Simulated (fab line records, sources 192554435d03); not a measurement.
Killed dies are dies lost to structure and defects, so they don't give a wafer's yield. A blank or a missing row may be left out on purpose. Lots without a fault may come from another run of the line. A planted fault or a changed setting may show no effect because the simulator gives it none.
Chamber matching | flow n5_finfet | N5_BEOL_M1_ETCH_63 on rie_diel-02: 4 sister chambers
The step etches SiARC in CF4, target depth 15.6 nm, time 26 s. 4 wafers are shown with their chamber, then 9 later ones without.

WAFERS WITH THEIR CHAMBER
wafer  | chamber | drypump_motor_current_A (A)
L077.5 | 0       | 6.1
L079.2 | 1       | 5.9
L085.5 | 2       | 5.6
L085.6 | 3       | 4.7

WAFERS WITHOUT THEIR CHAMBER
wafer  | drypump_motor_current_A (A)
L092.1 | 4.8
L092.4 | 6.0
L092.5 | 4.7
L093.1 | 4.8
L093.4 | 6.0
L093.6 | 5.9
L097.2 | 6.0
L097.4 | 5.9
L097.6 | 4.8

WHICH CHAMBER EACH WENT THROUGH
wafer  | from the rows above     | in truth
L092.1 | 3                       | 3
L092.4 | can't be placed: 0 or 1 | 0
L092.5 | 3                       | 3
L093.1 | 3                       | 3
L093.4 | can't be placed: 0 or 1 | 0
L093.6 | 1                       | 1
L097.2 | can't be placed: 0 or 1 | 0
L097.4 | 1                       | 1
L097.6 | 3                       | 3
Placed correctly: 6 of 9. Can't be placed from these rows: 3 (the true chamber is among the candidates in 3). Placed wrongly: 0.
How it was worked out, from the rows above alone: a wafer's distance from a chamber is the root of the sum, over the readings, of the square of ((its reading less the chamber's mean) divided by the reading's scatter). The wafer belongs to the nearest chamber; if the next one is less than 2 further off, it can't be placed. A chamber's mean is the mean of its shown wafers. The scatter: with one shown wafer a chamber, the root of the mean of the squares of how far each hidden wafer lies from its nearest shown one.
